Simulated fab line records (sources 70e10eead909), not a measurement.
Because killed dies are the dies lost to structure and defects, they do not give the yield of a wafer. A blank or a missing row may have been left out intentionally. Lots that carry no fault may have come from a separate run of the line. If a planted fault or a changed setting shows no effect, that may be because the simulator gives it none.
Which tool is to blame?    flow nandHarc    11 lots, 33 wafers sampled, at 3 steps of a route of 1159

WHAT THE GAUGES READ, wafer by wafer
NHARC_P_BONDPAD_OVL_MEAS_38.
lot   measured      on          overlayXNm (nm)
L750  day 6 20:15   overlay-01  -2 -2 -2
L749  day 7 01:46   overlay-02  -5 -5 -5
L751  day 7 01:56   overlay-01  -3 -2 -3
L752  day 7 03:19   overlay-01  -2 -2 -2
L753  day 7 07:08   overlay-01  2 2 2
L757  day 8 05:57   overlay-01  -8 -8 -8
L759  day 9 00:03   overlay-01  -4 -3 -4
L764  day 10 04:23  overlay-01  -5 -5 -5
L768  day 11 06:59  overlay-01  2 2 2
L767  day 11 07:32  overlay-01  1 1 2
L772  day 11 22:11  overlay-02  -7 -7 -6

EACH LOT AND THE TOOL THAT RAN IT (in order: tool; ch and the chambers of the sampled wafers; start)
lot   NHARC_P_M2_DESCUM_14               NHARC_P_BONDPAD_DEP_00
L750  rieDiel-07 ch 1,2, day 6 15:44     pecvd-04 ch 0,1,2, day 6 19:08
L749  rieDiel-07 ch 0,1,2, day 6 21:14   pecvd-04 ch 0,2, day 7 00:25
L751  rieDiel-07 ch 0,1, day 6 21:23     pecvd-03 ch 0,1,2, day 7 00:35
L752  rieDiel-07 ch 1,2,3, day 6 22:19   pecvd-03 ch 0,1,2, day 7 01:28
L753  rieDiel-02 ch 0,1,2, day 7 02:41   pecvd-02 ch 0,1,2, day 7 05:57
L757  rieDiel-07 ch 0,1,3, day 8 00:57   pecvd-02 ch 1,2, day 8 04:10
L759  rieDiel-07 ch 1,2,3, day 8 19:41   pecvd-04 ch 0,1,2, day 8 22:52
L764  rieDiel-01 ch 1,2,3, day 9 23:49   pecvd-02 ch 0,1,2, day 10 03:04
L768  rieDiel-01 ch 0,1, day 11 02:31    pecvd-03 ch 1,2, day 11 05:40
L767  rieDiel-01 ch 0,2,3, day 11 02:52  pecvd-04 ch 1,2, day 11 06:13
L772  rieDiel-02 ch 2,3, day 11 16:34    pecvd-03 ch 0,1,2, day 11 20:59
- NHARC_P_M2_DESCUM_14: chemistry O2, time 3 s.
- NHARC_P_BONDPAD_DEP_00: deposits SiCN, target thk 250 nm.

THE ANSWER, worked out from the rows above alone
Rule: usual is defined by the lots themselves. Put in order of their means at a reading, lots are off if they are a third of the lots or fewer, leave a main group of 4 or more, and stand apart from it by a gap of 3 or more times the standard deviation of the main group's means; of several such gaps the widest counts. The tables above print the reading to a certain number of digits; a main group whose means all agree to those digits is not used. A lot without any number at a reading at which 4 lots or more have one is off too. Where the step has rows for the other lots, those lots are counted as sound.
Nothing can be told from this: no lot is off at any reading shown.

WHAT THE SIMULATOR HAD INSERTED
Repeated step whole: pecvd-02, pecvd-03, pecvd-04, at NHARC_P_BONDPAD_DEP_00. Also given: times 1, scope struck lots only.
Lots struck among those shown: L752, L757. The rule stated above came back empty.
